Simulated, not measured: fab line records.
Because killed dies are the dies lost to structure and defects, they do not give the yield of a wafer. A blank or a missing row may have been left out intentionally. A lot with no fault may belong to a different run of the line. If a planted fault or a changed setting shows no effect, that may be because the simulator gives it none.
Problem report in the 8D (eight disciplines) form, filled by code + flow n5-finfet + the parts of the form that need people (team, actions taken, sign-off) are left out

1. WHAT WENT WRONG
Wafers without a fault read 419, standard deviation 98; raw-defect-count at N5_BEOL_M11_INSPECT_30 reads a mean of 1007 on 2 wafers belonging to 2 lots. Relative to the usual mean, that is a shift of +6.0 standard deviations.
The step: inspects for defects (brightfield).
First seen on wafer L981.2, day 16 09:16, on defect-inspect-02. Wafers with a number at this step in the record: 32, from 11 lots. Rule for "out" (also "out of limits"): further than 4 standard deviations from the usual mean. The rest of the wafers with a number are treated as sound.

2. WHAT IT IS; WHAT IT IS NOT
| question                    | is                                   | is not                                                                                 |
|-----------------------------|--------------------------------------|----------------------------------------------------------------------------------------|
| which readings at this step | raw-defect-count                     | -                                                                                      |
| which lots                  | L981, L982                           | L965, L966, L967, L969, L971, L974, L984, L985, L986                                   |
| which wafers of those lots  | L981.2, L982.3                       | L981.1, L981.3, L982.2, L982.4                                                         |
| read on which gauges        | defect-inspect-01, defect-inspect-02 | -                                                                                      |
| when                        | from day 16 09:16                    | up to then (19 sound wafers); but 11 sound wafers of L982, L984, L985, L986 came after |

3. WHAT RULES OUT EACH SUSPECT
Counting: any tool at a process step up to the reading remains a suspect provided it ran every lot that is out. Sound lots after the first of them don't rule it out here, since some wafers of a struck lot are sound.
- the gauge at N5_BEOL_M11_INSPECT_30 is ruled out. 2 gauges (defect-inspect-01, defect-inspect-02) read the wafers that are out.
- rie-metal-03 at N5_BEOL_M11_HM_OPEN_17 (chemistry Cl2/BCl3, target TiN, target depth 20 nm, overetch 6 nm): kept. It processed each lot that is out (first: L981, day 16 08:28); up to then, its last sound lot is L974 (day 14 03:29).
- At N5_BEOL_M11_HM_OPEN_17 on rie-metal-03, chamber 1 took the sound wafers of the same lots and chamber 0 took the wafers that are out.
Left after counting: rie-metal-03 at N5_BEOL_M11_HM_OPEN_17.

4. THE CAUSE (what the simulator had put in)
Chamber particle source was rie-metal-03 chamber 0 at N5_BEOL_M11_HM_OPEN_17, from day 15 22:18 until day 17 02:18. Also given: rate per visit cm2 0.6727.
The count eliminated every tool but this one.

5. THE EFFECT CHAIN, in route order
Rows list readings where the struck wafers' mean (over those with a number) sits beyond 3 standard deviations from the usual. Readings are gone through only where the record gives a usual standard deviation; hours: the median, over the lots, of the time from a lot's start at the first step in this table giving one to that lot's start at this step; sigmas: the change measured in usual standard deviations.
| hours | step                    | reading              | usual  | on struck wafers | change | sigmas |
|-------|-------------------------|----------------------|--------|------------------|--------|--------|
| 0     | N5_BEOL_M11_INSPECT_30  | raw-defect-count     | 419    | 1007             | +588   | +6.0   |
| 44    | N5_PASSIVATION_PROBE_49 | defect-limited-yield | 91.0 % | 82.1             | -8.9   | -6.4   |
| 44    | N5_PASSIVATION_PROBE_49 | killed_at_M4_up      | 15     | 132              | +117   | +23    |
| 44    | N5_PASSIVATION_PROBE_49 | killed-dies          | 106    | 212              | +106   | +6.6   |
| 44    | N5_PASSIVATION_PROBE_49 | sort_bin_5_function  | 5.2 %  | 11.7             | +6.5   | +7.2   |
| 44    | N5_PASSIVATION_PROBE_49 | sort-n-pass          | 1073   | 968              | -104   | -6.1   |
| 44    | N5_PASSIVATION_PROBE_49 | sort-yield-pct       | 91.0 % | 82.1             | -8.9   | -5.9   |
It contains these process steps:
- N5_PASSIVATION_PROBE_49

6. HOW IT WOULD HAVE BEEN CAUGHT EARLIER
11 hours passed between the start of the fault at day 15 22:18 and the first reading out of limits at a measuring or inspecting step in this record, taken at day 16 09:16.
Tool readings at N5_BEOL_M11_HM_OPEN_17 with a usual standard deviation given in the record: none out on any struck wafer, hence no alarm at a limit of 4 standard deviations on them.
Among the 2 lots that are out, L982 began N5_BEOL_M11_HM_OPEN_17 on rie-metal-03 after day 16 09:16. A tool hold placed at that time would have kept it from harm.
